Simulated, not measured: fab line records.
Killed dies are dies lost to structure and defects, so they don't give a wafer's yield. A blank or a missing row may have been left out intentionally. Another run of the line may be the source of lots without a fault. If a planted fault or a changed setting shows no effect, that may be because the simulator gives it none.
Which tool is to blame? -- flow n5_finfet -- Sampling: 11 lots, 33 wafers, 5 of 1938 route steps

== WHAT EACH GAUGE READ, for each wafer ==
Not one reading of a measure or inspect step in the record can be checked against a usual standard deviation.

== TOOL THAT RAN EACH LOT (tool first, then ch and the chambers of the sampled wafers, then the start) ==
lot,N5_BEOL_M15_SPUTTER_43,N5_BEOL_M15_CMP_49,N5_BEOL_M15_DEP_53,N5_MIM_BOT_DEGAS_01,N5_MIM_BOT_SPUTTER_00
L899,"pvd_sputter-03, day 11 07:41","cmp-01 ch 0,1, day 11 08:32","pecvd-04 ch 0,2, day 11 08:52","pvd_sputter-03, day 11 14:11","pvd_sputter-03, day 11 14:14"
L900,"pvd_sputter-03, day 11 20:20","cmp-01 ch 0,2,3, day 11 21:12","pecvd-02 ch 0,1,2, day 11 21:34","pvd_sputter-02, day 11 23:04","pvd_sputter-02, day 11 23:07"
L902,"pvd_sputter-03, day 12 00:34","cmp-01 ch 2,3, day 12 01:23","pecvd-02 ch 1,2, day 12 01:44","pvd_sputter-02, day 12 03:27","pvd_sputter-02, day 12 03:29"
L903,"pvd_sputter-03, day 12 03:01","cmp-01 ch 1,2,3, day 12 04:28","pecvd-01 ch 1,2, day 12 04:45","pvd_sputter-02, day 12 05:53","pvd_sputter-02, day 12 05:55"
L904,"pvd_sputter-01, day 12 11:13","cmp-04 ch 0,3, day 12 12:01","pecvd-02 ch 1,2, day 12 12:25","pvd_sputter-01, day 12 14:03","pvd_sputter-01, day 12 14:05"
L907,"pvd_sputter-01, day 13 13:48","cmp-04 ch 0,3, day 13 14:41","pecvd-01 ch 1,2, day 13 15:02","pvd_sputter-03, day 13 17:25","pvd_sputter-03, day 13 17:28"
L908,"pvd_sputter-03, day 13 14:53","cmp-04 ch 1,2,3, day 13 15:42","pecvd-01 ch 0,1, day 13 16:04","pvd_sputter-03, day 13 17:42","pvd_sputter-03, day 13 17:44"
L909,"pvd_sputter-02, day 13 14:55","cmp-02 ch 1,2,3, day 13 15:44","pecvd-02 ch 1,2, day 13 16:05","pvd_sputter-03, day 13 18:20","pvd_sputter-03, day 13 18:23"
L911,"pvd_sputter-01, day 14 21:03","cmp-04 ch 0,2,3, day 14 21:53","pecvd-04 ch 0,2, day 14 22:14","pvd_sputter-02, day 14 23:54","pvd_sputter-02, day 14 23:56"
L914,"pvd_sputter-01, day 15 13:38","cmp-04 ch 1,3, day 15 15:08","pecvd-04 ch 0,2, day 15 15:28","pvd_sputter-03, day 15 17:25","pvd_sputter-03, day 15 17:27"
L922,"pvd_sputter-03, day 17 11:38","cmp-01 ch 0,1,3, day 17 12:29","pecvd-04 ch 0,2, day 17 12:52","pvd_sputter-02, day 17 14:28","pvd_sputter-02, day 17 14:30"
- N5_BEOL_M15_SPUTTER_43: material TaN, target thk 15 nm, time 24.19 s.
- N5_BEOL_M15_CMP_49: polishes, stops on SiO2, t overpolish 4.9 s, target thk 850 nm.
- N5_BEOL_M15_DEP_53: deposits SiCN from 3MS/NH3, target thk 50 nm, time 17.8 s.
- N5_MIM_BOT_DEGAS_01: time 60 s.
- N5_MIM_BOT_SPUTTER_00: material TiN, target thk 35 nm, time 89.7 s.

== WHAT THE TOOLS THEMSELVES READ (means of the sampled wafers that have a number; where no wafer has one, the mark that the record gives instead) ==
N5_BEOL_M15_SPUTTER_43.
lot,tool,throttle_valve_pct (%)
L899,pvd_sputter-03,29.8
L900,pvd_sputter-03,29.7
L902,pvd_sputter-03,29.0
L903,pvd_sputter-03,29.5
L904,pvd_sputter-01,30.3
L907,pvd_sputter-01,30.4
L908,pvd_sputter-03,29.4
L909,pvd_sputter-02,29.5
L911,pvd_sputter-01,30.5
L914,pvd_sputter-01,29.6
L922,pvd_sputter-03,29.2

N5_BEOL_M15_CMP_49.
lot,tool,barrier_field_endpoint_s (s),motor_current_A (A)
L899,cmp-01,11.33,8.5
L900,cmp-01,11.67,9.0
L902,cmp-01,11.37,9.3
L903,cmp-01,11.32,8.6
L904,cmp-04,11.46,7.7
L907,cmp-04,10.99,7.7
L908,cmp-04,11.19,8.3
L909,cmp-02,11.52,8.4
L911,cmp-04,11.09,8.0
L914,cmp-04,11.28,7.9
L922,cmp-01,11.59,8.0

N5_BEOL_M15_DEP_53.
lot,tool,rf_fwd_power_W (W),showerhead_plenum_p_Torr (Torr),throttle_valve_pct (%)
L899,pecvd-04,668.9,4.180,18.4
L900,pecvd-02,666.7,4.167,17.7
L902,pecvd-02,668.3,4.152,17.1
L903,pecvd-01,664.8,4.190,17.3
L904,pecvd-02,667.8,4.157,17.2
L907,pecvd-01,667.2,4.188,17.0
L908,pecvd-01,666.1,4.162,18.7
L909,pecvd-02,668.1,4.151,17.2
L911,pecvd-04,668.7,4.170,18.3
L914,pecvd-04,667.3,4.180,18.5
L922,pecvd-04,667.3,4.176,18.4

N5_MIM_BOT_DEGAS_01.
lot,tool,heater_power_w (W)
L899,pvd_sputter-03,448
L900,pvd_sputter-02,426
L902,pvd_sputter-02,437
L903,pvd_sputter-02,455
L904,pvd_sputter-01,443
L907,pvd_sputter-03,451
L908,pvd_sputter-03,450
L909,pvd_sputter-03,439
L911,pvd_sputter-02,424
L914,pvd_sputter-03,441
L922,pvd_sputter-02,418

N5_MIM_BOT_SPUTTER_00.
lot,tool,throttle_valve_pct (%)
L899,pvd_sputter-03,29.3
L900,pvd_sputter-02,29.5
L902,pvd_sputter-02,29.6
L903,pvd_sputter-02,29.5
L904,pvd_sputter-01,29.7
L907,pvd_sputter-03,29.0
L908,pvd_sputter-03,29.2
L909,pvd_sputter-03,29.7
L911,pvd_sputter-02,29.3
L914,pvd_sputter-03,29.5
L922,pvd_sputter-02,29.5

== THE ANSWER, worked out from the rows above alone ==
Rule: the usual values come from the lots themselves. The widest of any qualifying gaps counts: lots, ordered by their means at a reading, are off when they make up no more than a third of the lots, leave a main group of 4 or more, and stand apart from it by 3 or more times the standard deviation of that group's means. If all means in a main group match to the digits the tables above print for the reading, that group is not used. Also off: a lot with no number at a reading for which 4 or more lots have one. Where the step has rows for the other lots, those lots are counted as sound. After the gauges, taken in route order, come the tools' own readings; for these a lot's mean is taken, as printed above. The first step at which some lot is off is used, and at that step the reading that is off furthest; a lot without a number counts as furthest.
No lot is off on any of the readings shown, so nothing can be concluded from this.

== WHAT THE SIMULATOR HAD INSERTED ==
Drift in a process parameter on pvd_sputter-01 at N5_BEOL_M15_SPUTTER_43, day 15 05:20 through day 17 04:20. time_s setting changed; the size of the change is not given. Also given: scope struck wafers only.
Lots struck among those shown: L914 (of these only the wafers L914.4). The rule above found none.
